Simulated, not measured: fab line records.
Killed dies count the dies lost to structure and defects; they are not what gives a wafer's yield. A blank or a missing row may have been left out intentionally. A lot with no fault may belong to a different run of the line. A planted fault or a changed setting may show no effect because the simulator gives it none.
Matching of chambers    flow n5 finfet    4 sister chambers for N5_FIN_CUT_ETCH_30 on rie diel-05
The step etches underlayer in N2/H2, target depth 13 nm, time 10.4 s. 4 wafers are shown with their chamber, then 10 later ones without.

WAFERS PAIRED WITH THEIR CHAMBERS
wafer   chamber  showerhead plenum p Torr (Torr)
L080.3  3        2.64
L081.2  2        2.60
L089.2  1        2.59
L089.3  0        2.60

WAFERS MISSING THEIR CHAMBER
wafer   showerhead plenum p Torr (Torr)
L089.6  2.59
L093.3  2.59
L093.5  2.59
L093.6  2.59
L094.1  2.59
L094.4  2.59
L094.5  2.59
L095.2  2.63
L095.4  2.59
L095.6  2.59

WHICH CHAMBER EACH ONE RAN IN
wafer    from the rows above   in truth
L089.6   1                     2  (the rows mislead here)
L093.3   1                     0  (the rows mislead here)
L093.5   1                     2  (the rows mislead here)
L093.6   1                     1
L094.1   1                     1
L094.4   1                     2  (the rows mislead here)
L094.5   1                     1
L095.2   3                     3
L095.4   1                     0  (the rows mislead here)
L095.6   1                     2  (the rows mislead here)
4 of 10 placed correctly. Left unplaced by these rows: 0. Placed wrongly: 6.
How it was worked out, from the rows above alone: a wafer's distance from a chamber is the root of the sum, over the readings, of the square of ((its reading less the chamber's mean) divided by the reading's scatter). The wafer belongs to the nearest chamber; if the next one is less than 2 further off, it can't be placed. For every chamber, the mean is computed from those of its wafers that are shown. The scatter: with one shown wafer a chamber, the root of the mean of the squares of how far each hidden wafer lies from its nearest shown one.
